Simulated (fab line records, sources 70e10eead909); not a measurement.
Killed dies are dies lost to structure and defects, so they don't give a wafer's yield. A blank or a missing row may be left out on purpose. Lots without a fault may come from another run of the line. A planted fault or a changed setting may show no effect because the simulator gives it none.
Which tool did it? | flow nand_harc | 11 lots, 33 wafers sampled, at 6 steps of a route of 1302

WHAT THE GAUGES READ, wafer by wafer
NHARC_P_M2_CD_MEAS_09: target cd 170 nm.
lot  | measured     | on        | cd_nm (nm)
L351 | day 7 09:05  | cd_sem-02 | 170.4 169.6 169.3
L350 | day 7 09:43  | cd_sem-03 | 170.9 170.2 170.0
L353 | day 8 03:58  | cd_sem-03 | 170.2 169.9 170.2
L354 | day 8 11:19  | cd_sem-01 | 169.6 170.2 169.1
L359 | day 10 16:23 | cd_sem-01 | - - -
L360 | day 10 20:28 | cd_sem-02 | 170.9 170.0 169.8
L361 | day 11 10:00 | cd_sem-03 | - - -
L365 | day 13 03:10 | cd_sem-02 | 169.6 170.0 170.0
L367 | day 14 13:01 | cd_sem-02 | 170.4 171.2 170.5
L368 | day 14 13:28 | cd_sem-02 | 170.3 170.6 170.2
L371 | day 15 17:22 | cd_sem-01 | 170.2 170.6 170.1

NHARC_P_M2_CD_MEAS_16.
lot  | measured     | on        | cd_nm (nm)
L351 | day 7 09:35  | cd_sem-02 | 169.4 168.6 168.3
L350 | day 7 10:13  | cd_sem-02 | 171.5 170.2 170.0
L353 | day 8 04:28  | cd_sem-03 | 169.7 169.7 169.4
L354 | day 8 11:48  | cd_sem-01 | 169.5 170.1 169.1
L359 | day 10 16:52 | cd_sem-02 | - - -
L360 | day 10 20:57 | cd_sem-02 | 170.6 170.0 169.2
L361 | day 11 10:32 | cd_sem-03 | - - -
L365 | day 13 03:39 | cd_sem-01 | 169.1 169.3 169.4
L367 | day 14 13:31 | cd_sem-01 | 170.5 171.2 170.4
L368 | day 14 13:57 | cd_sem-03 | 170.5 170.0 170.4
L371 | day 15 17:51 | cd_sem-01 | 170.8 170.7 170.5

WHICH TOOL RAN EACH LOT (tool, then ch and the chambers of the sampled wafers, then the start)
lot  | NHARC_P_M1_ANNEAL_31             | NHARC_P_M1_DEP_33               | NHARC_P_M2_EXPOSE_06               | NHARC_P_M2_ETCH_35
L351 | rtp_anneal-01 ch 0, day 7 06:55  | pecvd-02 ch 0,1, day 7 07:53    | arfi_scanner-03 ch 0, day 7 08:57  | rie_diel-03 ch 0,2,3, day 7 09:22
L350 | rtp_anneal-01 ch 0, day 7 07:46  | pecvd-02 ch 0,2, day 7 08:42    | arfi_scanner-03 ch 0, day 7 09:35  | rie_diel-11 ch 1,2, day 7 09:59
L353 | rtp_anneal-02 ch 0, day 8 01:45  | pecvd-01 ch 0,1,2, day 8 02:43  | arfi_scanner-02 ch 0, day 8 03:50  | rie_diel-02 ch 0,1,2, day 8 04:14
L354 | rtp_anneal-02 ch 0, day 8 09:12  | pecvd-01 ch 0,1,2, day 8 10:11  | arfi_scanner-02 ch 0, day 8 11:10  | rie_diel-02 ch 0,1,2, day 8 11:35
L359 | rtp_anneal-01 ch 0, day 10 14:15 | pecvd-01 ch 1,2, day 10 15:13   | arfi_scanner-02 ch 0, day 10 16:14 | rie_diel-03 ch 2,3, day 10 16:38
L360 | rtp_anneal-01 ch 0, day 10 18:10 | pecvd-04 ch 1,2, day 10 19:07   | arfi_scanner-01 ch 0, day 10 20:20 | rie_diel-03 ch 0,2,3, day 10 20:44
L361 | rtp_anneal-02 ch 0, day 11 07:55 | pecvd-02 ch 0,1,2, day 11 08:47 | arfi_scanner-02 ch 0, day 11 09:52 | rie_diel-11 ch 0,3, day 11 10:19
L365 | rtp_anneal-01 ch 0, day 13 01:00 | pecvd-04 ch 1,2, day 13 01:55   | arfi_scanner-01 ch 0, day 13 03:01 | rie_diel-03 ch 0,1,3, day 13 03:26
L367 | rtp_anneal-01 ch 0, day 14 10:58 | pecvd-04 ch 0,1,2, day 14 11:55 | arfi_scanner-01 ch 0, day 14 12:53 | rie_diel-03 ch 0,2,3, day 14 13:18
L368 | rtp_anneal-02 ch 0, day 14 11:28 | pecvd-02 ch 0,1,2, day 14 12:28 | arfi_scanner-01 ch 0, day 14 13:20 | rie_diel-03 ch 1,2,3, day 14 13:44
L371 | rtp_anneal-02 ch 0, day 15 15:12 | pecvd-04 ch 0,1, day 15 16:07   | arfi_scanner-02 ch 0, day 15 17:13 | rie_diel-03 ch 0,2, day 15 17:38
- NHARC_P_M1_ANNEAL_31: time 90 s.
- NHARC_P_M1_DEP_33: deposits SiCN, target thk 30 nm.
- NHARC_P_M2_EXPOSE_06: exposes mask P M2, target cd 170 nm.
- NHARC_P_M2_ETCH_35: etches the open film in N2/H2, target depth 40 nm, overetch 12 nm, time 43.94 s.

WHAT THE TOOLS THEMSELVES READ (means of the sampled wafers that have a number; where no wafer has one, the mark that the record gives instead)
NHARC_P_M1_ANNEAL_31.
lot  | tool          | wafer_temp_C_max
L351 | rtp_anneal-01 | 225.60
L350 | rtp_anneal-01 | 226.06
L353 | rtp_anneal-02 | 225.75
L354 | rtp_anneal-02 | 225.57
L359 | rtp_anneal-01 | 226.17
L360 | rtp_anneal-01 | 225.80
L361 | rtp_anneal-02 | 225.66
L365 | rtp_anneal-01 | 225.99
L367 | rtp_anneal-01 | 225.97
L368 | rtp_anneal-02 | 225.46
L371 | rtp_anneal-02 | 225.32

NHARC_P_M1_DEP_33.
lot  | tool     | chamber_pressure_Torr (Torr) | heater_power_w (W)
L351 | pecvd-02 | 3.001                        | 526
L350 | pecvd-02 | 2.999                        | 551
L353 | pecvd-01 | 2.995                        | 618
L354 | pecvd-01 | 3.000                        | 640
L359 | pecvd-01 | 3.007                        | 620
L360 | pecvd-04 | 3.003                        | 465
L361 | pecvd-02 | 2.998                        | 576
L365 | pecvd-04 | 3.002                        | 478
L367 | pecvd-04 | 2.996                        | 513
L368 | pecvd-02 | 2.996                        | 546
L371 | pecvd-04 | 3.004                        | 446

NHARC_P_M2_EXPOSE_06.
lot  | tool            | reticle_temp_C (C) | stage_vel_mm_s (mm/s)
L351 | arfi_scanner-03 | 22.95              | 499.91
L350 | arfi_scanner-03 | 23.13              | 499.75
L353 | arfi_scanner-02 | 23.03              | 500.16
L354 | arfi_scanner-02 | 22.79              | 500.07
L359 | arfi_scanner-02 | 22.98              | 499.75
L360 | arfi_scanner-01 | 23.00              | 500.00
L361 | arfi_scanner-02 | 23.02              | 500.12
L365 | arfi_scanner-01 | 22.99              | 500.24
L367 | arfi_scanner-01 | 23.06              | 499.94
L368 | arfi_scanner-01 | 22.89              | 500.05
L371 | arfi_scanner-02 | 23.01              | 500.30

NHARC_P_M2_ETCH_35.
lot  | tool        | drypump_motor_current_A (A) | oes_product_au (a.u.) | rf_vpp_V (V) | showerhead_plenum_p_Torr (Torr) | throttle_valve_pct (%)
L351 | rie_diel-03 | 6.1                         | 0.999                 | 433.0        | 2.10                            | 14.178
L350 | rie_diel-11 | 6.4                         | 0.996                 | 428.6        | 1.93                            | 14.165
L353 | rie_diel-02 | 5.6                         | 0.998                 | 429.6        | 2.03                            | 14.167
L354 | rie_diel-02 | 5.6                         | 1.000                 | 428.8        | 2.03                            | 14.164
L359 | rie_diel-03 | 6.5                         | 0.999                 | 432.5        | 2.12                            | 14.169
L360 | rie_diel-03 | 6.1                         | 1.002                 | 432.7        | 2.10                            | 14.165
L361 | rie_diel-11 | 5.6                         | 1.003                 | 431.2        | 2.04                            | 14.177
L365 | rie_diel-03 | 5.8                         | 1.005                 | 431.2        | 2.08                            | 14.175
L367 | rie_diel-03 | 6.1                         | 1.002                 | 432.0        | 2.10                            | 14.170
L368 | rie_diel-03 | 6.2                         | 1.009                 | 430.2        | 2.05                            | 14.174
L371 | rie_diel-03 | 5.7                         | 1.004                 | 432.0        | 2.08                            | 14.174

THE ANSWER, worked out from the rows above alone
Rule: what is usual is taken from the lots themselves. Put in order of their means at a reading, lots are off if they are a third of the lots or fewer, leave a main group of 4 or more, and stand apart from it by a gap of 3 or more times the standard deviation of the main group's means; of several such gaps the widest counts. A main group whose means are all the same, to the digits that the tables above print for the reading, isn't used. A lot without any number at a reading at which 4 lots or more have one is off too. The other lots that the step has rows for count as sound. The gauges are gone through in route order, then the tools' own readings, and for those a lot's mean is taken as printed above. The first step at which some lot is off is used, and at that step the reading that is off furthest; a lot without a number counts as furthest.
Off: L359, L361, at NHARC_P_M2_CD_MEAS_09 (cd_nm). Without a number there: L359, L361. The main group: mean 170.1 nm, standard deviation 0.32.
A tool fits if, at a process step before that reading, it ran every lot that is off, and no sound lot after the first of them. The gauges at NHARC_P_M2_CD_MEAS_09 are tried like those tools. None of those tried fits.

WHAT THE SIMULATOR HAD PUT IN
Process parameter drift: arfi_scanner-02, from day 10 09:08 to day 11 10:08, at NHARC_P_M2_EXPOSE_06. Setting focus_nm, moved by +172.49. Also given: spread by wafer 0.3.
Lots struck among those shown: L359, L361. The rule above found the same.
